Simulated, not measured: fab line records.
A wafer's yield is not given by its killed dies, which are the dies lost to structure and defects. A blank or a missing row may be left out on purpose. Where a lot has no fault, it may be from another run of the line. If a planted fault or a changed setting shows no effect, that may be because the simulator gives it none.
fab line records	flow nandHarc
record: lots: 24	wafers: 72	lastDay: 35
route steps=1302 shown A_BLC@1123 A_M0@1168 A_M1@1187 A_BONDPAD@1202
lots with no fault: from the same line, run without faults
startH: hours from the record's opening day to when the first of the lot's shown wafers began	waitH: hours elapsed since this lot's preceding step	" unchanged from the row above	L1.1+2: a single row standing in for several wafers	- value missing, or start not given	* or withheld: withheld	< > ~ a bound
route shown NAME@n: a module of which the file shows steps, and the number in the route of the first	usual: average and standard deviation across the fault-free wafers	same: alike in all rows	chamber/n: place in a boat	sites: per-site readings	_std_site: standard deviation across them	_edge_site: outer sites' mean less inner sites'	radiusMm: how far each site lies from the wafer's centre	mask NAME#n: copy n	behind: tool/chamber where the wafer was last shaped	hold: reason for holding the lot/hours on hold/outcome of the hold	device: which transistor (n, p or np) failed to switch	end of line: the route-end tests of the same wafers	a step given without rows: its recipe and nothing more	killed: dies that structure and defects cost at the first sort, which is not the same as the wafer's yield	map: the dies of a wafer, with x for killed, . for not killed, _ for no die there
set.NAME: the run value of the setting; set.NAME@STEP: its run value at that earlier step	model.NAME: the simulator's own value behind a step, which no gauge read
the route's steps for a sample of lots (tables are steps, rows are wafers)
services: a tool's chamber out of use, with start hour (startH, from the record's first day; less than 0 if before it), hours out, and reason
== steps ==
step: NHARC_A_BLC_ETCH_18
recipe: targetDepthA: 9100	c4f8FlowSccm: 20	o2FlowSccm: 10	arFlowSccm: withheld	rfW: 600	biasW: 1500	chemistry: C4F8/O2/Ar
usual: chamberPressureMTorr: 25.000/0.023	oesProductAu: 0.948/0.022	rfVppV: 975/4.9
lot.wafer	tool	chamber	startH	waitH	chamberPressureMTorr	oesProductAu	rfHoursCounterH	rfVppV
L074.2	rieDiel-12	2	-	-	24.999	0.929	4	971
L074.3	"	3	"	"	24.994	0.972	7	969
L074.6	"	2	"	"	24.998	0.926	-	973
L075.4	rieDiel-12	2	-	-	25.003	0.967	5	971
L075.1	"	0	"	"	24.961	0.946	8	974
L075.5	"	1	"	"	25.019	0.959	-	977
L079.2	rieDiel-12	2	-	-	25.046	0.952	5	972
L079.4	"	3	"	"	24.990	0.969	9	969
L079.1	"	0	"	"	25.026	0.969	8	975
L077.4	rieDiel-10	0	-	-	25.013	0.925	38	976
L077.3	"	1	"	"	24.991	0.921	40	974
L077.6	"	0	"	"	24.970	0.922	-	978
L076.1	rieDiel-12	1	-	-	24.973	0.963	10	975
L076.4	"	2	"	"	24.991	0.968	7	973
L076.3	"	3	"	"	24.961	0.972	10	968
L078.4	rieDiel-12	2	-	-	25.023	0.920	7	972
L078.1	"	3	"	"	25.014	0.925	10	966
L078.6	"	2	"	"	24.988	0.924	-	972
L080.4	rieDiel-08	2	-	-	25.029	0.969	1	976
L080.6	"	1	"	"	24.992	0.982	-	980
L080.5	"	2	"	"	24.984	0.959	-	976
L082.4	rieDiel-08	0	-	-	25.009	0.980	2	971
L082.1	"	1	"	"	24.950	0.967	1	979
L082.2	"	2	"	"	24.995	0.959	2	976
L081.2	rieDiel-12	0	-	-	24.986	0.924	13	974
L081.5	"	2	"	"	25.006	0.982	-	972
L081.6	"	3	"	"	24.997	0.917	-	968
L083.3	rieDiel-12	2	-	-	25.011	0.958	13	972
L083.2	"	0	"	"	25.012	0.958	15	975
L083.4	"	2	"	"	24.990	0.956	-	972
L084.3	rieDiel-12	0	-	-	25.032	0.924	15	974
L084.1	"	1	"	"	24.962	0.928	16	977
L084.5	"	0	"	"	25.010	0.926	-	975
L086.3	rieDiel-08	3	-	-	24.992	0.968	3	987
L086.4	"	1	"	"	25.013	0.989	3	979
L086.5	"	2	"	"	24.972	0.961	-	975
L085.3	rieDiel-08	0	-	-	25.003	0.988	3	971
L085.2	"	3	"	"	24.993	0.962	4	986
L085.6	"	0	"	"	24.991	0.987	-	970
L087.4	rieDiel-08	3	-	-	25.027	0.933	6	985
L087.2	"	2	"	"	24.974	0.923	5	975
L087.5	"	0	"	"	24.977	0.924	-	970
L088.1	rieDiel-12	3	-	-	24.990	0.932	3	967
L088.4	"	0	"	"	25.008	0.944	3	973
L088.5	"	3	"	"	25.024	0.935	-	968
L089.2	rieDiel-08	2	-	-	24.977	0.927	6	976
L089.3	"	3	"	"	24.978	0.938	7	986
L089.1	"	0	"	"	24.976	0.941	6	972
L090.1	rieDiel-12	2	-	-	25.028	0.965	3	973
L090.5	"	2	"	"	25.018	0.966	-	971
L090.6	"	3	"	"	24.980	0.964	-	968
L091.4	rieDiel-08	3	-	-	25.001	0.981	8	986
L091.3	"	2	"	"	25.068	0.977	8	975
L091.6	"	3	"	"	25.006	0.981	-	987
L092.3	rieDiel-08	1	-	-	25.018	0.938	7	979
L092.1	"	3	"	"	25.002	0.930	9	986
L092.6	"	1	"	"	25.032	0.936	-	979
L094.4	rieDiel-12	3	-	-	24.983	0.952	7	968
L094.6	"	3	"	"	24.981	0.951	-	967
L094.5	"	0	"	"	24.985	0.946	-	974
L093.3	rieDiel-08	3	-	-	24.962	0.928	10	986
L093.5	"	2	"	"	24.981	0.928	-	976
L093.6	"	3	"	"	25.054	0.928	-	987
L096.2	rieDiel-12	3	-	-	25.007	0.923	9	968
L096.1	"	0	"	"	25.004	0.926	9	973
L096.3	"	2	"	"	25.003	0.922	9	973
L095.2	rieDiel-12	0	-	-	25.024	0.932	10	973
L095.1	"	3	"	"	24.993	0.930	11	968
L095.5	"	0	"	"	25.029	0.924	-	972
L097.2	rieDiel-12	2	-	-	24.986	0.923	12	972
L097.3	"	3	"	"	24.986	0.919	12	968
L097.5	"	2	"	"	24.966	0.927	-	972
step: NHARC_A_BLC_ALD_23
recipe: targetThkA: 30	pulseTimeS: 1	aldCycles: 150	tempC: 450	material: TiN
usual: heaterPowerW: 1129/110	precursorPulseHeightRel: 1.001/0.02
lot.wafer	tool	chamber	startH	waitH	heaterPowerW	precursorPulseHeightRel
L074.3	aldMetal-01	3	525.37	-	1260	1.000
L074.2	"	0	"	"	1139	1.012
L074.6	"	1	"	"	1028	0.991
L075.4	aldMetal-04	0	535.74	-	1152	0.982
L075.1	"	1	"	"	1029	0.993
L075.5	"	1	"	"	1004	0.984
L079.2	aldMetal-01	2	542.85	-	1188	0.992
L079.1	"	3	"	"	1346	0.978
L079.4	"	1	"	"	995	0.980
L077.3	aldMetal-03	2	545.36	-	1357	0.981
L077.4	"	0	"	"	1065	0.983
L077.6	"	2	"	"	1351	1.028
L076.1	aldMetal-01	2	550.45	-	1163	0.992
L076.4	"	3	"	"	1278	1.023
L076.3	"	1	"	"	993	1.002
L078.4	aldMetal-03	3	550.93	-	996	1.020
L078.1	"	2	"	"	1362	1.013
L078.6	"	0	"	"	1079	1.021
L080.4	aldMetal-01	0	565.60	-	1103	1.037
L080.5	"	3	"	"	1311	0.983
L080.6	"	0	"	"	1111	1.054
L082.2	aldMetal-03	2	578.67	-	1368	1.000
L082.4	"	3	"	"	1043	0.999
L082.1	"	0	"	"	1002	0.993
L081.2	aldMetal-04	2	595.49	-	1073	1.029
L081.5	"	1	"	"	1010	1.038
L081.6	"	0	"	"	1165	1.002
L083.2	aldMetal-01	3	611.78	-	1309	0.996
L083.3	"	0	"	"	1101	1.029
L083.4	"	2	"	"	1204	1.017
L084.3	aldMetal-03	2	615.33	-	1355	1.022
L084.1	"	3	"	"	1081	1.015
L084.5	"	2	"	"	1339	0.985
L086.3	aldMetal-01	3	624.01	-	1278	1.013
L086.5	"	1	"	"	999	1.018
L086.4	"	3	"	"	1331	1.038
L085.2	aldMetal-04	0	625.29	-	1153	0.989
L085.3	"	2	"	"	1067	0.986
L085.6	"	3	"	"	1093	0.982
L087.2	aldMetal-01	2	648.94	-	1186	0.965
L087.4	"	0	"	"	1113	0.967
L087.5	"	1	"	"	992	0.996
L088.1	aldMetal-03	2	660.84	-	1320	1.007
L088.4	"	3	"	"	1019	0.977
L088.5	"	0	"	"	1041	1.023
L089.2	aldMetal-01	2	661.67	-	1166	0.983
L089.3	"	3	"	"	1282	0.975
L089.1	"	1	"	"	987	1.019
L090.1	aldMetal-04	2	680.78	-	1058	1.019
L090.5	"	1	"	"	958	1.009
L090.6	"	2	"	"	1087	0.968
L091.4	aldMetal-04	0	693.63	-	1136	1.004
L091.3	"	2	"	"	1039	0.975
L091.6	"	3	"	"	1106	0.966
L092.3	aldMetal-04	0	703.10	-	1190	1.022
L092.1	"	3	"	"	1114	1.001
L092.6	"	1	"	"	967	1.014
L094.4	aldMetal-04	1	709.61	-	970	0.974
L094.6	"	2	"	"	1049	0.976
L094.5	"	3	"	"	1128	0.997
L093.3	aldMetal-03	0	711.18	-	1046	0.964
L093.5	"	1	"	"	1131	0.995
L093.6	"	2	"	"	1351	1.035
L096.1	aldMetal-03	3	733.87	-	1056	1.011
L096.3	"	0	"	"	1043	0.992
L096.2	"	1	"	"	1147	1.001
L095.2	aldMetal-03	0	761.69	-	1117	1.006
L095.1	"	2	"	"	1291	1.017
L095.5	"	0	"	"	1095	0.997
L097.2	aldMetal-04	1	774.72	-	980	0.983
L097.3	"	0	"	"	1202	0.991
L097.5	"	3	"	"	1117	0.987
step: NHARC_A_M0_DEP_32
recipe: targetThkA: 300	tempC: 370	targetThkNm: 30	pressureTorr: 3	flowSccm: 200	rfW: 450	material: SiCN
usual: heaterPowerW: 642/87
lot.wafer	tool	chamber	startH	waitH	heaterPowerW
L074.3	pecvd-02	1	530.14	0.1	530
L074.2	"	0	"	"	748
L074.6	"	2	"	"	643
L075.1	pecvd-04	0	541.42	0.1	695
L075.4	"	2	"	"	667
L075.5	"	1	"	"	635
L079.1	pecvd-02	1	547.79	0.1	592
L079.2	"	2	"	"	679
L079.4	"	1	"	"	613
L077.3	pecvd-01	1	550.35	0.1	626
L077.4	"	0	"	"	781
L077.6	"	1	"	"	641
L076.3	pecvd-01	0	555.40	0.1	807
L076.1	"	2	"	"	541
L076.4	"	1	"	"	525
L078.1	pecvd-02	2	555.94	0.1	610
L078.6	"	0	"	"	672
L078.4	"	1	"	"	598
L080.5	pecvd-02	2	570.42	0.2	650
L080.6	"	0	"	"	630
L080.4	"	1	"	"	595
L082.1	pecvd-02	1	583.62	0.1	519
L082.2	"	0	"	"	741
L082.4	"	2	"	"	661
L081.2	pecvd-04	0	600.26	0.1	659
L081.5	"	2	"	"	644
L081.6	"	1	"	"	660
L083.3	pecvd-04	0	616.57	0.1	691
L083.2	"	1	"	"	592
L083.4	"	2	"	"	723
L084.1	pecvd-01	2	620.23	0.1	544
L084.3	"	0	"	"	747
L084.5	"	1	"	"	554
L086.3	pecvd-02	2	629.05	0.1	624
L086.5	"	0	"	"	797
L086.4	"	1	"	"	531
L085.3	pecvd-02	1	630.60	0.1	510
L085.2	"	0	"	"	746
L085.6	"	0	"	"	776
L087.2	pecvd-01	1	653.82	0.1	622
L087.5	"	1	"	"	633
L087.4	"	0	"	"	738
L088.1	pecvd-04	0	665.91	0.1	707
L088.4	"	1	"	"	626
L088.5	"	0	"	"	728
L089.2	pecvd-02	0	666.65	0.1	761
L089.1	"	1	"	"	534
L089.3	"	2	"	"	586
L090.1	pecvd-04	2	685.52	0.1	670
L090.5	"	2	"	"	648
L090.6	"	0	"	"	756
L091.3	pecvd-01	1	698.76	0.1	635
L091.6	"	0	"	"	729
L091.4	"	1	"	"	626
L092.3	pecvd-01	0	708.18	0.1	717
L092.1	"	2	"	"	520
L092.6	"	1	"	"	636
L094.4	pecvd-01	0	714.40	0.2	803
L094.5	"	1	"	"	585
L094.6	"	2	"	"	523
L093.3	pecvd-02	1	716.00	0.1	567
L093.6	"	0	"	"	750
L093.5	"	1	"	"	578
L096.2	pecvd-01	1	739.11	0.1	609
L096.1	"	2	"	"	447
L096.3	"	0	"	"	708
L095.2	pecvd-04	0	766.45	0.1	776
L095.1	"	2	"	"	727
L095.5	"	1	"	"	567
L097.2	pecvd-04	1	779.67	0.1	619
L097.3	"	2	"	"	717
L097.5	"	0	"	"	650
step: NHARC_A_M1_ETCH_28
recipe: targetDepthA: 300	overEtchFrac: 0.3	timeS: 72.99	ionEnergyEv: 150	cf4FlowSccm: 50	n2FlowSccm: 100	arFlowSccm: 150	rfW: 300	biasW: 100	chemistry: CF4/N2
usual: chamberPressureMTorr: 30.001/0.027	drypumpMotorCurrentA: 5.5/0.42	mfcArSccm: 150.0/0.46	oesProductAu: 0.999/0.0075	rfVppV: 313.4/2	showerheadPlenumPTorr: 2.59/0.11	throttleValvePct: 19.793/0.0092
lot.wafer	tool	chamber	startH	waitH	chamberPressureMTorr	drypumpMotorCurrentA	mfcArSccm	oesProductAu	rfHoursCounterH	rfVppV	showerheadPlenumPTorr	throttleValvePct
L074.3	rieDiel-06	2	-	-	30.006	5.3	150.2	0.989	0.8	312.8	2.59	19.790
L074.2	"	0	"	"	29.982	5.1	150.3	0.990	0.6	317.5	2.82	19.794
L074.6	"	2	"	"	29.943	5.3	150.1	1.002	-	313.9	2.59	19.772
L075.1	rieDiel-06	1	-	-	29.969	5.4	149.5	0.988	1.2	312.9	2.55	19.800
L075.4	"	2	"	"	29.974	5.3	150.7	0.995	1.1	313.1	2.59	19.802
L075.5	"	1	"	"	29.976	5.4	150.1	0.989	-	314.0	2.55	19.799
L079.1	rieDiel-11	3	-	-	30.007	6.2	149.6	0.990	3.7	311.0	2.51	19.799
L079.2	"	0	"	"	29.984	6.1	150.0	0.998	4.3	313.8	2.52	19.792
L079.4	"	1	"	"	29.976	5.3	150.0	0.986	4.4	315.3	2.77	19.798
L077.4	rieDiel-06	0	-	-	30.007	5.1	150.6	1.005	1.2	315.9	2.82	19.790
L077.3	"	2	"	"	30.017	5.3	150.0	0.994	1.2	314.3	2.59	19.787
L077.6	"	3	"	"	30.032	6.1	150.5	0.999	-	312.5	2.56	19.791
L076.4	rieDiel-11	2	-	-	30.012	4.9	149.6	1.002	4.3	311.8	2.49	19.787
L076.1	"	3	"	"	29.996	6.2	150.0	1.001	4.2	310.6	2.51	19.810
L076.3	"	0	"	"	29.961	6.1	150.3	1.010	4.8	311.6	2.52	19.789
L078.1	rieDiel-06	3	-	-	29.969	6.0	149.7	1.003	1.6	312.7	2.56	19.769
L078.4	"	0	"	"	30.014	5.1	149.8	1.001	1.4	317.7	2.82	19.785
L078.6	"	2	"	"	30.006	5.3	149.8	1.005	-	313.9	2.59	19.790
L080.4	rieDiel-11	3	-	-	30.011	6.2	149.9	0.999	4.7	311.3	2.51	19.799
L080.5	"	0	"	"	30.010	6.1	149.9	1.001	-	313.7	2.52	19.790
L080.6	"	1	"	"	30.018	5.3	150.7	1.002	-	316.7	2.76	19.783
L082.4	rieDiel-13	3	-	-	29.954	5.7	149.9	1.005	5.7	312.5	2.61	19.786
L082.1	"	0	"	"	29.975	5.2	149.8	1.006	4.4	312.0	2.50	19.782
L082.2	"	1	"	"	30.003	5.4	149.8	0.997	4.0	311.3	2.47	19.799
L081.2	rieDiel-11	2	-	-	29.970	4.9	149.6	1.010	6.4	311.5	2.49	19.805
L081.6	"	0	"	"	29.994	6.1	149.4	1.007	-	311.8	2.52	19.785
L081.5	"	1	"	"	30.008	5.3	150.4	0.988	-	316.2	2.76	19.801
L083.3	rieDiel-06	3	-	-	30.004	6.1	149.8	0.988	3.1	312.2	2.56	19.794
L083.4	"	0	"	"	29.967	5.1	149.8	1.003	3.0	316.9	2.82	19.818
L083.2	"	1	"	"	29.993	5.5	150.0	0.988	3.3	311.9	2.55	19.792
L084.3	rieDiel-11	1	-	-	30.040	5.3	149.9	0.993	0.8	317.2	2.76	19.785
L084.1	"	3	"	"	30.007	6.1	150.5	0.998	1.0	311.8	2.51	19.795
L084.5	"	0	"	"	30.022	6.1	150.2	1.008	-	312.4	2.52	19.797
L086.3	rieDiel-13	2	-	-	30.002	5.8	148.9	0.993	7.9	314.8	2.65	19.787
L086.5	"	1	"	"	30.005	5.5	150.4	1.009	-	311.5	2.47	19.785
L086.4	"	2	"	"	30.070	5.8	149.7	0.981	-	314.2	2.65	19.797
L085.2	rieDiel-11	1	-	-	29.997	5.3	149.8	0.994	1.8	316.5	2.76	19.802
L085.3	"	3	"	"	29.975	6.2	150.0	1.001	2.1	311.0	2.51	19.783
L085.6	"	1	"	"	30.037	5.3	149.9	1.012	-	317.9	2.76	19.798
L087.2	rieDiel-11	3	-	-	29.972	6.2	150.1	1.008	2.5	312.5	2.51	19.804
L087.4	"	2	"	"	29.984	4.9	150.2	0.998	2.3	312.9	2.49	19.793
L087.5	"	3	"	"	29.943	6.2	150.2	1.006	-	311.5	2.51	19.775
L088.4	rieDiel-11	3	-	-	30.009	6.1	150.1	1.011	3.2	311.9	2.51	19.788
L088.1	"	0	"	"	29.999	6.1	149.6	0.998	3.5	312.7	2.52	19.804
L088.5	"	3	"	"	30.011	6.2	150.6	1.003	-	313.2	2.51	19.796
L089.1	rieDiel-13	2	-	-	29.979	5.8	149.9	0.999	8.6	314.9	2.65	19.790
L089.3	"	3	"	"	30.027	5.7	150.6	1.004	9.5	313.5	2.61	19.812
L089.2	"	0	"	"	30.054	5.2	150.0	1.000	8.8	312.7	2.50	19.799
L090.1	rieDiel-13	1	-	-	30.004	5.4	150.7	0.990	8.5	311.9	2.47	19.791
L090.6	"	1	"	"	30.009	5.5	150.4	1.006	-	312.1	2.47	19.784
L090.5	"	2	"	"	29.999	5.8	149.9	0.985	-	313.1	2.65	19.784
L091.4	rieDiel-06	3	-	-	29.995	6.0	150.3	1.004	0.6	313.5	2.56	19.796
L091.3	"	0	"	"	29.959	5.1	150.3	0.988	0.6	316.3	2.82	19.796
L091.6	"	2	"	"	29.971	5.3	149.6	1.004	-	312.6	2.58	19.799
L092.3	rieDiel-06	2	-	-	29.972	5.3	149.6	1.005	1.0	311.8	2.58	19.801
L092.1	"	3	"	"	29.977	6.1	150.1	0.999	0.8	312.9	2.56	19.792
L092.6	"	0	"	"	29.995	5.1	150.0	0.990	-	316.6	2.82	19.791
L094.4	rieDiel-06	2	-	-	30.004	5.3	150.0	1.007	1.1	312.8	2.58	19.804
L094.5	"	1	"	"	30.023	5.4	149.4	0.994	-	313.4	2.55	19.772
L094.6	"	2	"	"	30.008	5.3	149.9	1.002	-	313.4	2.58	19.794
L093.3	rieDiel-11	0	-	-	29.996	6.1	150.0	1.006	4.8	311.1	2.52	19.810
L093.5	"	1	"	"	29.978	5.3	149.3	0.995	-	316.9	2.76	19.798
L093.6	"	2	"	"	30.037	4.9	149.6	0.984	-	309.4	2.49	19.783
L096.2	rieDiel-13	0	-	-	29.995	5.2	149.5	1.016	2.2	312.0	2.49	19.785
L096.1	"	1	"	"	30.035	5.4	150.3	1.007	2.5	310.7	2.47	19.786
L096.3	"	3	"	"	30.020	5.7	149.4	1.004	2.5	313.9	2.61	19.802
L095.1	rieDiel-06	3	-	-	30.019	6.0	149.7	1.008	1.9	311.4	2.56	19.792
L095.2	"	0	"	"	30.042	5.1	150.7	1.004	1.9	317.9	2.82	19.785
L095.5	"	3	"	"	30.000	6.1	149.5	0.997	-	313.4	2.56	19.792
L097.3	rieDiel-13	1	-	-	30.017	5.4	149.1	1.004	4.8	311.2	2.47	19.799
L097.2	"	2	"	"	30.028	5.8	150.8	0.990	4.5	313.6	2.64	19.791
L097.5	"	1	"	"	30.003	5.5	149.9	1.009	-	311.1	2.47	19.782
step: NHARC_A_BONDPAD_DEP_00
recipe: targetThkA: 2500	tempC: 370	targetThkNm: 250	pressureTorr: 3	flowSccm: 200	rfW: 450	material: SiCN
usual: heaterPowerW: 606/95
lot.wafer	tool	chamber	startH	waitH	heaterPowerW
L074.3	pecvd-03	2	534.86	-	494
L074.2	"	0	"	"	561
L074.6	"	1	"	"	623
L075.1	pecvd-02	2	545.97	-	599
L075.4	"	0	"	"	755
L075.5	"	1	"	"	500
L079.2	pecvd-01	2	552.37	-	548
L079.1	"	0	"	"	753
L079.4	"	2	"	"	558
L077.3	pecvd-01	1	-	-	526
L077.6	"	0	"	"	711
L077.4	"	2	"	"	447
L076.1	pecvd-02	1	560.31	-	614
L076.3	"	2	"	"	662
L076.4	"	2	"	"	683
L078.1	pecvd-01	1	560.65	-	527
L078.4	"	2	"	"	534
L078.6	"	1	"	"	566
L080.5	pecvd-03	0	575.13	-	569
L080.4	"	1	"	"	559
L080.6	"	2	"	"	503
L082.1	pecvd-03	0	588.35	-	523
L082.2	"	1	"	"	572
L082.4	"	1	"	"	576
L081.2	pecvd-02	1	-	-	609
L081.5	"	0	"	"	782
L081.6	"	1	"	"	623
L083.2	pecvd-01	2	621.27	-	543
L083.4	"	2	"	"	549
L083.3	"	0	"	"	744
L084.3	pecvd-02	0	625.25	-	723
L084.1	"	1	"	"	615
L084.5	"	2	"	"	583
L086.3	pecvd-02	1	634.03	-	583
L086.5	"	1	"	"	606
L086.4	"	0	"	"	812
L085.3	pecvd-02	0	635.48	-	770
L085.2	"	1	"	"	611
L085.6	"	2	"	"	663
L087.2	pecvd-03	0	658.72	-	546
L087.4	"	2	"	"	435
L087.5	"	2	"	"	441
L088.1	pecvd-02	2	-	-	622
L088.5	"	2	"	"	640
L088.4	"	0	"	"	697
L089.2	pecvd-03	0	671.74	-	481
L089.1	"	1	"	"	557
L089.3	"	2	"	"	486
L090.1	pecvd-02	2	690.28	-	559
L090.6	"	1	"	"	617
L090.5	"	2	"	"	579
L091.3	pecvd-03	0	703.58	-	540
L091.6	"	2	"	"	458
L091.4	"	0	"	"	555
L092.3	pecvd-03	0	712.76	-	577
L092.1	"	2	"	"	498
L092.6	"	2	"	"	511
L094.5	pecvd-01	1	719.03	-	626
L094.6	"	2	"	"	542
L094.4	"	0	"	"	681
L093.3	pecvd-02	0	720.82	-	809
L093.5	"	0	"	"	799
L093.6	"	1	"	"	556
L096.3	pecvd-02	2	743.82	-	664
L096.2	"	0	"	"	810
L096.1	"	1	"	"	577
L095.2	pecvd-01	2	771.21	-	497
L095.1	"	1	"	"	620
L095.5	"	2	"	"	515
L097.2	pecvd-02	0	784.35	-	758
L097.3	"	1	"	"	545
L097.5	"	2	"	"	661
step: NHARC_A_BONDPAD_INSPECT_23
usual: rawDefectCount: 555/130
lot.wafer	tool	chamber	startH	waitH	rawDefectCount
L074.2	defectInspect-01	-	538.75	0.0	470
L074.3	"	-	"	"	523
L074.6	"	-	"	"	421
L075.1	defectInspect-01	-	549.99	0.0	583
L075.4	"	-	"	"	561
L075.5	"	-	"	"	465
L079.1	defectInspect-02	-	556.24	0.0	585
L079.2	"	-	"	"	525
L079.4	"	-	"	"	574
L077.3	defectInspect-01	-	558.92	0.0	645
L077.4	"	-	"	"	406
L077.6	"	-	"	"	577
L076.1	defectInspect-01	-	564.28	0.0	517
L076.3	"	-	"	"	661
L076.4	"	-	"	"	592
L078.1	defectInspect-02	-	564.62	0.0	386
L078.4	"	-	"	"	481
L078.6	"	-	"	"	496
L080.4	defectInspect-02	-	578.87	0.0	453
L080.5	"	-	"	"	596
L080.6	"	-	"	"	430
L082.1	defectInspect-01	-	592.34	0.0	454
L082.2	"	-	"	"	432
L082.4	"	-	"	"	408
L081.2	defectInspect-02	-	608.80	0.0	449
L081.5	"	-	"	"	450
L081.6	"	-	"	"	394
L083.2	defectInspect-02	-	625.26	0.0	492
L083.3	"	-	"	"	660
L083.4	"	-	"	"	399
L084.1	defectInspect-02	-	629.25	0.0	520
L084.3	"	-	"	"	483
L084.5	"	-	"	"	521
L086.3	defectInspect-02	-	638.17	0.0	929
L086.4	"	-	"	"	552
L086.5	"	-	"	"	834
L085.2	defectInspect-01	-	639.47	0.0	685
L085.3	"	-	"	"	868
L085.6	"	-	"	"	834
L087.2	defectInspect-02	-	662.83	0.0	791
L087.4	"	-	"	"	508
L087.5	"	-	"	"	526
L088.1	defectInspect-02	-	674.83	0.0	524
L088.4	"	-	"	"	647
L088.5	"	-	"	"	658
L089.1	defectInspect-01	-	675.78	0.0	604
L089.2	"	-	"	"	466
L089.3	"	-	"	"	581
L090.1	defectInspect-01	-	694.67	0.0	664
L090.5	"	-	"	"	662
L090.6	"	-	"	"	532
L091.3	defectInspect-01	-	707.52	0.0	679
L091.4	"	-	"	"	593
L091.6	"	-	"	"	698
L092.1	defectInspect-01	-	716.64	0.0	696
L092.3	"	-	"	"	451
L092.6	"	-	"	"	505
L094.4	defectInspect-02	-	722.88	0.0	355
L094.5	"	-	"	"	435
L094.6	"	-	"	"	442
L093.3	defectInspect-01	-	724.71	0.0	1052
L093.5	"	-	"	"	611
L093.6	"	-	"	"	557
L096.1	defectInspect-01	-	748.35	0.0	532
L096.2	"	-	"	"	464
L096.3	"	-	"	"	509
L095.1	defectInspect-01	-	775.11	0.0	735
L095.2	"	-	"	"	686
L095.5	"	-	"	"	574
L097.2	defectInspect-01	-	788.24	0.0	522
L097.3	"	-	"	"	556
L097.5	"	-	"	"	454
== services ==
tool	chamber	startH	hours	kind
rieDiel-06	0	504.02	19.2	repair
rieDiel-08	0	509.99	11.1	repair
rieDiel-11	2	511.13	1.7	repair
pecvd-01	-	522.38	0.6	repair
aldMetal-01	-	526.00	10.0	pm
rieDiel-08	-	544.80	9.0	pm
rieDiel-06	-	574.07	0.5	repair
rieDiel-06	2	578.23	2.0	repair
pecvd-02	-	589.14	13.0	pm
rieDiel-12	3	601.11	15.8	repair
rieDiel-11	-	609.50	9.0	pm
pecvd-01	1	620.90	18.4	repair
rieDiel-12	-	622.40	9.0	pm
rieDiel-06	2	659.95	6.4	repair
rieDiel-06	-	661.20	9.0	pm
pecvd-01	-	673.25	13.0	pm
rieDiel-11	0	698.35	4.5	repair
pecvd-02	1	716.19	2.3	repair
rieDiel-08	-	721.80	9.0	pm
rieDiel-08	0	735.85	4.3	repair
rieDiel-11	-	754.80	4.2	repair
pecvd-02	-	770.14	13.0	pm
rieDiel-11	2	774.26	6.0	repair
rieDiel-06	2	781.39	6.8	repair
== key ==
fault none
